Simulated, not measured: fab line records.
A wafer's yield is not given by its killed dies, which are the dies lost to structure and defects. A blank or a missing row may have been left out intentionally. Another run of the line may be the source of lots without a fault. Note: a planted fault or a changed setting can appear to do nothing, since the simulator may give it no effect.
What tool caused it? || flow nand_harc || 6 lots with 18 wafers sampled at 4 steps, on a route of 1302 steps

== WHAT THE GAUGES READ, wafer by wafer ==
NHARC_END_SORT_01.
{"lot": "L689", "measured": "day 25 00:17", "on": "prober-01", "killed_open": "3 3 2"}
{"lot": "L695", "measured": "day 26 17:11", "on": "prober-02", "killed_open": "5 3 1"}
{"lot": "L696", "measured": "day 27 09:32", "on": "prober-01", "killed_open": "6 3 1"}
{"lot": "L698", "measured": "day 27 21:20", "on": "prober-01", "killed_open": "2 2 5"}
{"lot": "L706", "measured": "day 32 05:36", "on": "prober-01", "killed_open": "2 2 2"}

== WHAT TOOL EACH LOT RAN ON (gives the tool, then ch and the chambers of the sampled wafers, and finally the start) ==
{"lot": "L689", "NHARC_A_CONTACT_ETCH_139": "har_cap_etch-03 ch 0,1, day 23 01:21", "NHARC_A_CONTACT_ALD_18": "ald_metal-03 ch 0,1,3, day 23 03:08", "NHARC_A_BLC_EXPOSE_07": "arfi_scanner-01 ch 0, day 23 05:13"}
{"lot": "L695", "NHARC_A_CONTACT_ETCH_139": "har_cap_etch-02 ch 0,1, day 24 14:36", "NHARC_A_CONTACT_ALD_18": "ald_metal-02 ch 1,2, day 24 22:49", "NHARC_A_BLC_EXPOSE_07": "arfi_scanner-02 ch 0, day 25 00:40"}
{"lot": "L696", "NHARC_A_CONTACT_ETCH_139": "har_cap_etch-03 ch 0, day 25 05:32", "NHARC_A_CONTACT_ALD_18": "ald_metal-02 ch 0,2,3, day 25 07:16", "NHARC_A_BLC_EXPOSE_07": "arfi_scanner-01 ch 0, day 25 09:04"}
{"lot": "L698", "NHARC_A_CONTACT_ETCH_139": "har_cap_etch-01 ch 0,1, day 25 23:12", "NHARC_A_CONTACT_ALD_18": "ald_metal-02 ch 0,2,3, day 26 01:02", "NHARC_A_BLC_EXPOSE_07": "arfi_scanner-02 ch 0, day 26 02:56"}
{"lot": "L706", "NHARC_A_CONTACT_ETCH_139": "har_cap_etch-01 ch 0,1, day 30 07:13", "NHARC_A_CONTACT_ALD_18": "ald_metal-02 ch 0,1,3, day 30 09:01", "NHARC_A_BLC_EXPOSE_07": "arfi_scanner-02 ch 0, day 30 10:43"}
{"lot": "L709", "NHARC_A_CONTACT_ETCH_139": "har_cap_etch-01 ch 1, day 31 07:16", "NHARC_A_CONTACT_ALD_18": "ald_metal-02 ch 1,2, day 31 08:56", "NHARC_A_BLC_EXPOSE_07": "arfi_scanner-01 ch 0, day 31 10:49"}
- NHARC_A_CONTACT_ETCH_139: etches the open film in C4F8/O2/Ar, time 195 s, target depth 840 nm.
- NHARC_A_CONTACT_ALD_18: deposits TiN, target thk 3 nm, pulse time 1 s, ald cycles 150.
- NHARC_A_BLC_EXPOSE_07: exposes mask A BLC, target cd 100 nm.

== THE ANSWER, worked out from the rows above alone ==
Rule: the usual values come from the lots themselves. The widest of any qualifying gaps counts: lots, ordered by their means at a reading, are off when they make up no more than a third of the lots, leave a main group of 4 or more, and stand apart from it by 3 or more times the standard deviation of that group's means. If all means in a main group match to the digits the tables above print for the reading, that group is not used. A lot without any number at a reading at which 4 lots or more have one is off too. The other lots that the step has rows for count as sound.
Nothing can be told from this: no lot is off at any reading shown.

== WHAT THE SIMULATOR HAD INSERTED ==
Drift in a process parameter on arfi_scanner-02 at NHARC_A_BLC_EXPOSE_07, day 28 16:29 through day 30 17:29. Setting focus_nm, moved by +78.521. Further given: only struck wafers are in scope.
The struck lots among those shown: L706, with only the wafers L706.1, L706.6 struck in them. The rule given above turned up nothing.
